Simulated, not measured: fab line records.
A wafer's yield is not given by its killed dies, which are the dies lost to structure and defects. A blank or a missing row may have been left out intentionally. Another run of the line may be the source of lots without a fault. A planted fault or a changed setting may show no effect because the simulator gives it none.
Split-lot trial | flow n5Finfet | 7 lots, 21 wafers read, on a route of 1938 steps

== ABOUT THE SPLIT ==
At N5_FIN_CUT_EXPOSE_05 (exposes mask FIN CUT), the setting doseMj was moved away from the recipe's 45.75 on 6 of the 21 wafers read, by -6.4% to +7.0%. This setting was run at the recipe's value on the other wafers.

== FROM THE SPLIT TO THE READING: what the file shows between them, 2 steps ==
- N5_FIN_CUT_PEB_06: peb time 60 s
- N5_FIN_CUT_DEVELOP_07: develop time 30 s

== THE READING ==
cdNm at N5_FIN_CUT_CD_MEAS_08, given in nm (cd target 29.1 nm). Typical for fault-free wafers on this fab line: 29.12 nm, with standard deviation 0.26 nm.

wafer  | tool, chamber at the split | doseMj as run | against the recipe | cdNm, nm | against lot-mates on the recipe
L077.1 | euvScanner-02, 0           | 45.75         | recipe             | 29.00    | -
L077.3 | euvScanner-02, 0           | 45.75         | recipe             | 28.98    | -
L077.5 | euvScanner-02, 0           | 45.75         | recipe             | 29.36    | -
L078.1 | euvScanner-01, 0           | 48.93         | +7.0%              | 30.50    | +1.36
L078.2 | euvScanner-01, 0           | 45.75         | recipe             | 29.14    | -
L078.6 | euvScanner-01, 0           | 48.93         | +7.0%              | 30.78    | +1.64
L079.2 | euvScanner-01, 0           | 45.75         | recipe             | 28.83    | -
L079.3 | euvScanner-01, 0           | 45.75         | recipe             | 29.05    | -
L079.5 | euvScanner-01, 0           | 42.8          | -6.4%              | 28.00    | -0.94
L080.1 | euvScanner-02, 0           | 45.75         | recipe             | 29.01    | -
L080.2 | euvScanner-02, 0           | 45.75         | recipe             | 28.95    | -
L080.6 | euvScanner-02, 0           | 46.81         | +2.3%              | 29.89    | +0.91
L083.3 | euvScanner-02, 0           | 45.75         | recipe             | 28.89    | -
L083.4 | euvScanner-02, 0           | 45.75         | recipe             | 28.71    | -
L083.6 | euvScanner-02, 0           | 45.75         | recipe             | 29.36    | -
L084.2 | euvScanner-02, 0           | 45.75         | recipe             | 29.16    | -
L084.5 | euvScanner-02, 0           | 47.94         | +4.8%              | 30.16    | +0.97
L084.6 | euvScanner-02, 0           | 45.75         | recipe             | 29.22    | -
L090.1 | euvScanner-01, 0           | 48.36         | +5.7%              | 30.12    | +0.57
L090.5 | euvScanner-01, 0           | 45.75         | recipe             | 29.59    | -
L090.6 | euvScanner-01, 0           | 45.75         | recipe             | 29.51    | -

FIT RESULTS
A straight line over all 21 wafers: cdNm changes by +0.202 nm for each +1% of doseMj; r = +0.93; the points scatter about the line by 0.24 nm.
The same after taking each lot's own level away (the mean of its wafers on the recipe; 21 wafers): +0.181 nm for each +1%; r = +0.93; scatter 0.23 nm.
The reading moves by 1.3 nm for the largest change in doseMj, on that fit.
Across the lots, their own levels run from 28.940 to 29.550 nm, a range of 2.3 times the standard deviation given above.
So the lot-to-lot level changes the slope: the two fits differ.
Check: with one of the wafers moved furthest among these (+7.0%) left out of the fit, the line predicts +1.28 nm for it against its lot-mates. It came out at +1.36 nm against them.

== ADDITIONAL SPLITS CARRIED BY THESE WAFERS ==
Other splits were also applied to these wafers ahead of the reading. Each is held against what the fit with the lots' levels taken away leaves over:
other split on the same wafers          | wafers away from the commonest value | r with cdNm (lot level and that fit taken away)
N5_ZERO_LAYER_ETCH_18 icpW              | 6                                    | -0.12
N5_WELL_APT_COAT_02 spinRpm             | 5                                    | -0.13
N5_PMOS_HMC_CHANNEL_EPI_COAT_31 spinRpm | 5                                    | +0.22
N5_PMOS_HMC_CHANNEL_EPI_COAT_03 spinRpm | 5                                    | +0.10
N5_FIN_SAQP_PECVD_06 timeS              | 4                                    | -0.02

== THE WHOLE CHAIN: every reading that the file lists as answering this split, in the file's order ==
step                  | what it does                                                | reading                                                             | change (the file's fit)               | r (the file's)
N5_FIN_CUT_CD_MEAS_08 | target cd 29.1 nm                                           | cdNm                                                                | +0.176 nm for each +1% of the setting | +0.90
N5_FIN_CUT_ETCH_30    | etches underlayer in N2/H2, target depth 13 nm, time 10.4 s | FIN_CUT.cdOffsetNm (the simulator's own value, which no gauge read) | +0.161 nm for each +1% of the setting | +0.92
N5_FIN_CUT_ETCH_20    | etches SiARC in CF4, target depth 26 nm, time 43.3 s        | FIN_CUT.cdOffsetNm (the simulator's own value, which no gauge read) | +0.153 nm for each +1% of the setting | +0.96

== FILE'S OWN FIT ==
cdNm changes by +0.176 nm for each +1% of doseMj, r = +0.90.
